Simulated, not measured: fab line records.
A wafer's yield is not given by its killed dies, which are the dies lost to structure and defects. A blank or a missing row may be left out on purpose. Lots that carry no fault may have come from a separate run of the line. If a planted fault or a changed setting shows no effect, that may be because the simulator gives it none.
Matching of chambers	flow nand harc	NHARC_A_CHANNEL_HOLE_D1_DEP_01 on pecvd-03: 3 sister chambers
The step deposits SiON, target thk 140 nm. 14 wafers are shown with their chamber, then 7 later ones without.

== EACH WAFER AND ITS CHAMBER ==
wafer	chamber	showerhead vpp V (V)	heater power w (W)
L512.2	1	1165	592
L512.4	2	1194	739
L512.5	1	1154	601
L514.4	2	1210	815
L514.5	1	1166	653
L514.6	0	1076	767
L517.2	0	1086	644
L517.3	1	1174	589
L517.4	1	1178	603
L524.1	1	1164	584
L524.3	2	1207	825
L524.5	1	1180	587
L526.1	1	1167	608
L526.3	2	1198	786

SIGNATURES, as means of the wafers listed above
reading	chamber 0	chamber 1	chamber 2	scatter within a chamber
showerhead vpp V	1081.00	1168.50	1202.25	8.11
heater power w	705.50	602.12	791.25	37.5
Rule: for a wafer and a chamber, the distance is found by dividing, reading by reading, the gap between the wafer's reading and the chamber's mean by the reading's scatter, squaring, summing and taking the root. If the next closest chamber is less than 2 further off than the closest, the wafer can't be placed; otherwise it belongs to the closest. The scatter: take each reading less its chamber's mean, square it, sum over the shown wafers, divide by the number of wafers less the number of chambers, and take the root.

== WAFERS WITHOUT THEIR CHAMBER ==
wafer	showerhead vpp V (V)	heater power w (W)
L526.5	1065	672
L527.1	1073	723
L527.4	1057	773
L527.5	1180	666
L530.1	1074	725
L530.5	1218	739
L530.6	1082	741

== EACH ONE'S CHAMBER ==
wafer	from the rows above	in truth
L526.5	0	0
L527.1	0	0
L527.4	0	0
L527.5	1	1
L530.1	0	0
L530.5	2	2
L530.6	0	0
Correct placement for 7 of the 7. Can't be placed from these rows: 0. Placed wrongly: 0.
